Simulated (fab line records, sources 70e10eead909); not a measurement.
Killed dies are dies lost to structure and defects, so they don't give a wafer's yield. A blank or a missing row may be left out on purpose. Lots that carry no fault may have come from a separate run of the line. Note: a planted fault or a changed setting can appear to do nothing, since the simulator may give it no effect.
fab line records | flow nand-harc
[record] lots = 14 | wafers = 42 | last-day = 31
route steps=1302 shown A_CHANNEL_FILL_D1@492 A_ONON_D2@551
lots with no fault: from the same line, run without faults
start-h: start of the lot's first displayed wafer, in hours after the record's first day | wait-h: how many hours have passed since the lot's step before this one | " the same as in the row above | L1.1+2: a single row standing in for several wafers | - value missing, or start not given | * or withheld: withheld | < > ~ a bound
route shown NAME@n: a module of which the file shows steps, and the number in the route of the first | usual: mean/standard deviation taken from wafers without a fault | same: alike in all rows | chamber/n: place in a boat | sites: per-site readings | _std_site: the values' standard deviation | _edge_site: outer sites' mean less inner sites' | radius-mm: for every site, how far away it sits from the centre of the wafer | mask NAME#n: copy n | behind: the most recent tool/chamber to have shaped the wafer | hold: why the lot went on hold/how many hours it stayed there/how the hold came to an end | device: names the non-switching transistor (n, p or np) | end of line: the tests these same wafers got at the end of their route | a step with no rows: only its recipe | killed: not the wafer's yield, but the dies lost to structure and defects at the first sort | map: the dies of a wafer, with x for killed, . for not killed, _ for no die there
set.NAME: setting as actually run; set.NAME@STEP: the setting as run at that earlier step | model.NAME: the simulator's own value behind a step, which no gauge read
the route's steps for a sample of lots (tables are steps, rows are wafers)
services: from which hour (start-h, from the record's first day; less than 0 if before it) a tool's chamber was out of use, for how many hours, and why
[[steps]]
[step NHARC_A_CHANNEL_FILL_D1_ALD_02]
[recipe] target-thk-a = 60 | pulse-time-s = 10 | ald-cycles = 60 | temp-c = 300 | material = SiO2
[usual] heater-power-w = 459/55 | precursor-pulse-height-rel = 0.999/0.019
lot.wafer | tool      | chamber | start-h | wait-h | heater-power-w | precursor-pulse-height-rel
L284.1    | ald-hk-04 | 3       | 187.32  | -      | 509            | 0.997
L284.2    | "         | 1       | "       | "      | 473            | 1.029
L284.6    | "         | 2       | "       | "      | 417            | 0.989
L283.2    | ald-hk-02 | 0       | 188.16  | -      | 515            | 1.002
L283.1    | "         | 1       | "       | "      | 416            | 0.965
L283.5    | "         | 0       | "       | "      | 540            | 1.006
L286.1    | ald-hk-03 | 0       | 212.58  | -      | 441            | 0.993
L286.2    | "         | 1       | "       | "      | 355            | 0.977
L286.6    | "         | 3       | "       | "      | 470            | 1.028
L287.2    | ald-hk-02 | 3       | 223.17  | 0.3    | 500            | 0.992
L287.3    | "         | 0       | "       | "      | 535            | 0.991
L287.6    | "         | 1       | "       | "      | 417            | 0.967
L289.1    | ald-hk-04 | 1       | 239.28  | -      | 456            | 0.993
L289.3    | "         | 2       | "       | "      | 407            | 1.032
L289.2    | "         | 3       | "       | "      | 520            | 1.016
L290.4    | ald-hk-03 | 3       | 250.40  | -      | 470            | 1.002
L290.2    | "         | 1       | "       | "      | 340            | 0.977
L290.3    | "         | 2       | "       | "      | 420            | 1.005
L291.1    | ald-hk-03 | 2       | 269.81  | -      | 412            | 0.972
L291.2    | "         | 3       | "       | "      | 476            | 0.988
L291.5    | "         | 2       | "       | "      | 408            | 1.031
L292.3    | ald-hk-03 | 0       | 272.09  | -      | 423            | 0.989
L292.4    | "         | 2       | "       | "      | 425            | 1.010
L292.6    | "         | 0       | "       | "      | 425            | 0.975
L293.4    | ald-hk-04 | 0       | 288.41  | -      | 527            | 1.002
L293.6    | "         | 0       | "       | "      | 552            | 0.991
L293.5    | "         | 1       | "       | "      | 452            | 1.012
L294.2    | ald-hk-02 | 2       | 304.71  | -      | 411            | 1.029
L294.6    | "         | 0       | "       | "      | 548            | 1.006
L294.5    | "         | 1       | "       | "      | 440            | 1.027
L295.3    | ald-hk-02 | 2       | 311.82  | -      | 408            | 0.985
L295.4    | "         | 3       | "       | "      | 495            | 1.017
L295.5    | "         | 3       | "       | "      | 504            | 0.981
L296.4    | ald-hk-03 | 3       | 314.19  | -      | 470            | 1.019
L296.1    | "         | 0       | "       | "      | 430            | 1.025
L296.6    | "         | 1       | "       | "      | 331            | 1.004
L300.4    | ald-hk-04 | 1       | 355.34  | -      | 457            | 0.982
L300.3    | "         | 2       | "       | "      | 430            | 0.980
L300.1    | "         | 0       | "       | "      | 539            | 0.997
L302.4    | ald-hk-04 | 1       | 370.25  | -      | 462            | 0.993
L302.2    | "         | 2       | "       | "      | 435            | 0.996
L302.1    | "         | 3       | "       | "      | 484            | 0.987
[step NHARC_A_CHANNEL_FILL_D1_ALD_14]
[recipe] target-thk-a = 25 | pulse-time-s = 10 | ald-cycles = 25 | temp-c = 300 | material = SiO2
[usual] heater-power-w = 456/55 | precursor-pulse-height-rel = 0.999/0.019
lot.wafer | tool      | chamber | start-h | wait-h | heater-power-w | precursor-pulse-height-rel
L284.1    | ald-hk-03 | 2       | 194.26  | 0.0    | 447            | 1.026
L284.2    | "         | 3       | "       | "      | 478            | 0.979
L284.6    | "         | 2       | "       | "      | 443            | 1.008
L283.2    | ald-hk-04 | 0       | 194.26  | 0.0    | 538            | 0.970
L283.1    | "         | 2       | "       | "      | 401            | 1.002
L283.5    | "         | 1       | "       | "      | 448            | 0.985
L286.2    | ald-hk-02 | 3       | 219.59  | 0.0    | 498            | 0.977
L286.1    | "         | 2       | "       | "      | 415            | 0.979
L286.6    | "         | 0       | "       | "      | 536            | 1.032
L287.3    | ald-hk-04 | 2       | 230.06  | 0.1    | 399            | 1.004
L287.2    | "         | 0       | "       | "      | 527            | 0.966
L287.6    | "         | 2       | "       | "      | 416            | 0.975
L289.1    | ald-hk-02 | 0       | 245.74  | 0.0    | 540            | 1.035
L289.2    | "         | 2       | "       | "      | 415            | 0.986
L289.3    | "         | 3       | "       | "      | 499            | 0.999
L290.3    | ald-hk-03 | 3       | 257.44  | 0.0    | 481            | 1.011
L290.4    | "         | 0       | "       | "      | 425            | 0.997
L290.2    | "         | 1       | "       | "      | 340            | 0.980
L291.1    | ald-hk-02 | 3       | 276.91  | 0.1    | 501            | 1.017
L291.2    | "         | 1       | "       | "      | 437            | 0.993
L291.5    | "         | 2       | "       | "      | 415            | 1.007
L292.3    | ald-hk-02 | 0       | 277.10  | 0.3    | 524            | 0.990
L292.4    | "         | 2       | "       | "      | 426            | 0.977
L292.6    | "         | 0       | "       | "      | 519            | 1.010
L293.4    | ald-hk-04 | 3       | 296.05  | 0.1    | 496            | 1.039
L293.5    | "         | 2       | "       | "      | 438            | 0.982
L293.6    | "         | 3       | "       | "      | 504            | 0.989
L294.2    | ald-hk-04 | 1       | 311.66  | 0.1    | 453            | 1.001
L294.5    | "         | 3       | "       | "      | 501            | 0.988
L294.6    | "         | 0       | "       | "      | 542            | 0.983
L295.3    | ald-hk-02 | 0       | 318.83  | 0.0    | 556            | 0.998
L295.4    | "         | 2       | "       | "      | 409            | 1.001
L295.5    | "         | 1       | "       | "      | 419            | 1.027
L296.4    | ald-hk-03 | 1       | 318.87  | 0.1    | 334            | 1.008
L296.1    | "         | 2       | "       | "      | 413            | 0.997
L296.6    | "         | 0       | "       | "      | 433            | 1.014
L300.1    | ald-hk-03 | 3       | 362.30  | 0.0    | 472            | 1.010
L300.3    | "         | 0       | "       | "      | 428            | 0.987
L300.4    | "         | 2       | "       | "      | 403            | 1.002
L302.1    | ald-hk-02 | 0       | 377.76  | 0.0    | 522            | 0.988
L302.4    | "         | 2       | "       | "      | 422            | 1.020
L302.2    | "         | 3       | "       | "      | 531            | 0.993
[step NHARC_A_CHANNEL_FILL_D1_ALD_15]
[recipe] target-thk-a = 20 | pulse-time-s = 60 | ald-cycles = 19 | temp-c = 630 | pressure-torr = 2 | material = SiNx
[usual] precursor-pulse-height-rel = 1.000/0.02
lot.wafer | tool             | chamber | start-h | wait-h | precursor-pulse-height-rel
L283.1    | ald-sin-batch-02 | 0       | -       | -      | 0.984
L283.2    | "                | 0       | "       | "      | 1.026
L283.5    | "                | 0       | "       | "      | 0.982
L284.1    | ald-sin-batch-02 | 0       | -       | -      | 1.017
L284.2    | "                | 0       | "       | "      | 1.017
L284.6    | "                | 0       | "       | "      | 0.981
L286.1    | ald-sin-batch-03 | 0       | -       | -      | 1.022
L286.2    | "                | 0       | "       | "      | 1.017
L286.6    | "                | 0       | "       | "      | 0.995
L287.2    | ald-sin-batch-01 | 0       | -       | -      | 0.983
L287.3    | "                | 0       | "       | "      | 0.990
L287.6    | "                | 0       | "       | "      | 1.036
L289.1    | ald-sin-batch-01 | 0       | -       | -      | 1.012
L289.2    | "                | 0       | "       | "      | 1.019
L289.3    | "                | 0       | "       | "      | 0.992
L290.2    | ald-sin-batch-01 | 0       | -       | -      | 0.998
L290.3    | "                | 0       | "       | "      | 1.017
L290.4    | "                | 0       | "       | "      | 0.984
L291.1    | ald-sin-batch-01 | 0       | -       | -      | 1.016
L291.2    | "                | 0       | "       | "      | 1.024
L291.5    | "                | 0       | "       | "      | 0.981
L292.3    | ald-sin-batch-01 | 0       | -       | -      | 1.029
L292.4    | "                | 0       | "       | "      | 1.008
L292.6    | "                | 0       | "       | "      | 1.003
L293.4    | ald-sin-batch-03 | 0       | 299.31  | 3.2    | 1.010
L293.5    | "                | 0       | "       | "      | 1.000
L293.6    | "                | 0       | "       | "      | 0.963
L294.2    | ald-sin-batch-01 | 0       | -       | -      | 1.005
L294.5    | "                | 0       | "       | "      | 1.026
L294.6    | "                | 0       | "       | "      | 0.978
L295.3    | ald-sin-batch-01 | 0       | -       | -      | 0.992
L295.4    | "                | 0       | "       | "      | 1.035
L295.5    | "                | 0       | "       | "      | 0.978
L296.1    | ald-sin-batch-01 | 0       | -       | -      | 0.973
L296.4    | "                | 0       | "       | "      | 1.006
L296.6    | "                | 0       | "       | "      | 1.016
L300.1    | ald-sin-batch-01 | 0       | -       | -      | 1.039
L300.3    | "                | 0       | "       | "      | 1.065
L300.4    | "                | 0       | "       | "      | 1.012
L302.1    | ald-sin-batch-01 | 0       | -       | -      | 1.018
L302.2    | "                | 0       | "       | "      | 1.007
L302.4    | "                | 0       | "       | "      | 0.990
[step NHARC_A_ONON_D2_DEP_09]
[recipe] target-thk-a = 10000 | n2-flow-sccm = 2750 | n2o-flow-sccm = 2000 | nh3-flow-sccm = 500 | sih4-flow-sccm = 210 | temp-c = 400
[usual] n2o-flow-sccm = 1999/5.4
lot.wafer | tool          | chamber | start-h | wait-h | n2o-flow-sccm
L284.1    | pecvd-onon-02 | 0       | 274.80  | 0.1    | 1995
L284.2    | "             | 0       | "       | "      | 2002
L284.6    | "             | 0       | "       | "      | 2009
L283.1    | pecvd-onon-03 | 0       | 275.08  | 0.1    | 1995
L283.2    | "             | 0       | "       | "      | 2002
L283.5    | "             | 0       | "       | "      | 2000
L286.1    | pecvd-onon-03 | 0       | 293.19  | 0.1    | 2004
L286.2    | "             | 0       | "       | "      | 2015
L286.6    | "             | 0       | "       | "      | 2003
L287.2    | pecvd-onon-02 | 0       | 305.09  | 0.1    | 2007
L287.3    | "             | 0       | "       | "      | 1994
L287.6    | "             | 0       | "       | "      | 1997
L289.1    | pecvd-onon-03 | 0       | 319.76  | 0.1    | 1996
L289.2    | "             | 0       | "       | "      | 2002
L289.3    | "             | 0       | "       | "      | 2000
L290.2    | pecvd-onon-02 | 0       | 335.45  | 0.1    | 1994
L290.3    | "             | 0       | "       | "      | 1994
L290.4    | "             | 0       | "       | "      | 1999
L291.1    | pecvd-onon-02 | 0       | 355.17  | 0.1    | 1999
L291.2    | "             | 0       | "       | "      | 2007
L291.5    | "             | 0       | "       | "      | 1991
L292.3    | pecvd-onon-03 | 0       | 355.45  | 0.2    | 1997
L292.4    | "             | 0       | "       | "      | 1995
L292.6    | "             | 0       | "       | "      | 1994
L293.4    | pecvd-onon-04 | 0       | 386.83  | 0.2    | 1997
L293.5    | "             | 0       | "       | "      | 1992
L293.6    | "             | 0       | "       | "      | 2000
L294.2    | pecvd-onon-02 | 0       | 390.85  | 0.1    | 1997
L294.5    | "             | 0       | "       | "      | 1991
L294.6    | "             | 0       | "       | "      | 1995
L296.1    | pecvd-onon-04 | 0       | 390.89  | 0.1    | 1993
L296.4    | "             | 0       | "       | "      | 1992
L296.6    | "             | 0       | "       | "      | 2003
L295.3    | pecvd-onon-03 | 0       | 390.93  | 0.2    | 1995
L295.4    | "             | 0       | "       | "      | 2004
L295.5    | "             | 0       | "       | "      | 2002
L300.1    | pecvd-onon-04 | 0       | 440.39  | 0.1    | 2002
L300.3    | "             | 0       | "       | "      | 2004
L300.4    | "             | 0       | "       | "      | 2005
L302.1    | pecvd-onon-04 | 0       | 451.38  | 0.1    | 1985
L302.2    | "             | 0       | "       | "      | 1991
L302.4    | "             | 0       | "       | "      | 1991
[step NHARC_A_ONON_D2_THK_MEAS_11]
[recipe] thk-meas-gauge = ellipsometry
[usual] thk-nm = 1001/10
lot.wafer | tool          | chamber | start-h | wait-h | thk-nm
L284.1    | film-metro-01 | -       | 275.31  | -      | 994
L284.2    | "             | -       | "       | "      | 995
L284.6    | "             | -       | "       | "      | 994
L283.1    | film-metro-02 | -       | 275.59  | -      | 1012
L283.2    | "             | -       | "       | "      | 1011
L283.5    | "             | -       | "       | "      | 1011
L286.1    | film-metro-01 | -       | 293.70  | -      | 1002
L286.2    | "             | -       | "       | "      | 1001
L286.6    | "             | -       | "       | "      | 1002
L287.2    | film-metro-02 | -       | 305.54  | -      | 1005
L287.3    | "             | -       | "       | "      | 1003
L287.6    | "             | -       | "       | "      | 1004
L289.1    | film-metro-01 | -       | 320.27  | -      | 993
L289.2    | "             | -       | "       | "      | 990
L289.3    | "             | -       | "       | "      | 992
L290.2    | film-metro-01 | -       | 335.90  | -      | 1000
L290.3    | "             | -       | "       | "      | 1001
L290.4    | "             | -       | "       | "      | 1001
L291.1    | film-metro-01 | -       | 355.68  | -      | 1008
L291.2    | "             | -       | "       | "      | 1009
L291.5    | "             | -       | "       | "      | 1010
L292.3    | film-metro-02 | -       | 355.85  | -      | 999
L292.4    | "             | -       | "       | "      | 999
L292.6    | "             | -       | "       | "      | 998
L293.4    | film-metro-01 | -       | 387.17  | -      | 1004
L293.5    | "             | -       | "       | "      | 1004
L293.6    | "             | -       | "       | "      | 1004
L294.2    | film-metro-02 | -       | 391.30  | -      | 1000
L294.5    | "             | -       | "       | "      | 1001
L294.6    | "             | -       | "       | "      | 999
L295.3    | film-metro-01 | -       | 391.33  | -      | 1012
L295.4    | "             | -       | "       | "      | 1013
L295.5    | "             | -       | "       | "      | 1013
L296.1    | film-metro-02 | -       | 391.43  | -      | 1013
L296.4    | "             | -       | "       | "      | 1012
L296.6    | "             | -       | "       | "      | 1012
L300.1    | film-metro-01 | -       | 440.90  | -      | 1003
L300.3    | "             | -       | "       | "      | 946
L300.4    | "             | -       | "       | "      | 948
L302.1    | film-metro-02 | -       | 451.89  | -      | 1017
L302.2    | "             | -       | "       | "      | 1016
L302.4    | "             | -       | "       | "      | 962
[[services]]
tool             | chamber | start-h | hours | kind
ald-hk-02        | -       | 175.74  | 10.0  | pm
ald-hk-02        | 0       | 175.74  | 10.0  | vent-cycle
ald-hk-02        | 1       | 175.74  | 10.0  | vent-cycle
ald-hk-02        | 2       | 175.74  | 10.0  | vent-cycle
ald-hk-02        | 3       | 175.74  | 10.0  | vent-cycle
pecvd-onon-02    | -       | 185.00  | 13.0  | pm
ald-hk-02        | 0       | 185.74  | -     | clean
ald-hk-02        | 1       | 185.74  | -     | clean
ald-hk-02        | 2       | 185.74  | -     | clean
ald-hk-02        | 3       | 185.74  | -     | clean
pecvd-onon-03    | -       | 227.33  | 13.0  | pm
ald-hk-04        | -       | 231.12  | 0.7   | repair
ald-hk-04        | -       | 254.08  | 10.0  | pm
ald-sin-batch-02 | -       | 267.29  | 26.0  | pm
pecvd-onon-04    | -       | 311.28  | 13.0  | pm
ald-hk-02        | -       | 353.74  | 10.0  | pm
ald-hk-02        | 0       | 353.74  | 10.0  | vent-cycle
ald-hk-04        | -       | 365.01  | 0.6   | repair
pecvd-onon-02    | -       | 366.00  | 13.0  | pm
pecvd-onon-03    | -       | 378.20  | 5.9   | repair
ald-hk-02        | -       | 379.74  | 11.0  | repair
ald-hk-03        | -       | 390.94  | 10.0  | pm
pecvd-onon-03    | -       | 408.33  | 13.0  | pm
ald-hk-04        | -       | 432.08  | 10.0  | pm
[[key]]
[first-sign] step = NHARC_A_ONON_D2_THK_MEAS_11 | reading = thk-nm | direction = down | sigmas = 4.9 | usual = 1001 | struck = 952
effect none on later readings
met-at NHARC_A_ONON_D2_DEP_09
struck-lots L300,L302
struck-wafers L300.3,L300.4,L302.4
later-rows-left-out L300.3,L300.4,L302.4
sort-left-out L300.3,L300.4,L302.4
tester-left-out L300,L302
not-acting-at NHARC_A_CHANNEL_FILL_D1_ALD_02,NHARC_A_CHANNEL_FILL_D1_ALD_14,NHARC_A_CHANNEL_FILL_D1_ALD_15
onset-between 390.89 440.39
[fault] kind = process-parameter-drift | tool = pecvd-onon-04 | chamber = - | onset-h = 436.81 | steps = NHARC_A_ONON_D2_DEP_09 | channel = target-thk-a | offset = * | shape = step | end-h = 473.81 | scope = struck-wafers-only | acts-in = * | stated = *
// tester-left-out: of these lots the tester's yield and bins aren't shown, on N5 and GAA mostly nor the transistor test; their killed dies are dies lost to structure and defects alone, not to doping, threshold or leakage, so they don't give the yield
// sort-left-out: the simulated sort isn't trusted on such a fault, so these wafers' sort isn't shown, and their yield isn't known
// later-rows-left-out: the simulator's readings of these wafers behind a module that went badly wrong aren't trusted and aren't shown, but for the sort
